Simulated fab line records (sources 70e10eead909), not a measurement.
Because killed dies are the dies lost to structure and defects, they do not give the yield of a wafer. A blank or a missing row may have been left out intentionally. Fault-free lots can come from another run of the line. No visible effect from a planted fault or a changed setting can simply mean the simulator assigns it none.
Chamber matching -- flow nand harc -- NHARC_A_WL_FILL_ALD_02 on ald metal-01: 4 sister chambers
The step deposits TiN, target thk 2 nm, pulse time 3 s, ald cycles 100. 4 wafers are shown with their chamber, then 7 later ones without.

WAFERS, EACH WITH ITS CHAMBER
wafer,chamber,heater power w (W)
L083.5,0,923
L082.6,2,1081
L084.1,1,1061
L084.4,3,1029

WAFERS WITHOUT THEIR CHAMBER
wafer,heater power w (W)
L084.5,1044
L090.1,1029
L090.2,1068
L090.5,1063
L097.3,1075
L097.5,1183
L097.6,824

WHICH CHAMBER EACH WENT THROUGH
wafer,from the rows above,in truth
L084.5,can't be placed: 3 or 1 or 2 or 0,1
L090.1,can't be placed: 3 or 1 or 2 or 0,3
L090.2,can't be placed: 1 or 2 or 3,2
L090.5,can't be placed: 1 or 2 or 3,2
L097.3,can't be placed: 2 or 1 or 3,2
L097.5,can't be placed: 2 or 1 or 3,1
L097.6,can't be placed: 0 or 3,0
Correctly placed: 0 of 7. From these rows, 7 cannot be placed; in 7 the true chamber is one of the candidates. Placed wrongly: 0.
How it was worked out, from the rows above alone: a wafer's distance from a chamber is the root of the sum, over the readings, of the square of ((its reading less the chamber's mean) divided by the reading's scatter). If the next closest chamber is less than 2 further off than the closest, the wafer can't be placed; otherwise it belongs to the closest. The mean given for a chamber averages the wafers shown for that chamber. The scatter: with one shown wafer a chamber, the root of the mean of the squares of how far each hidden wafer lies from its nearest shown one.
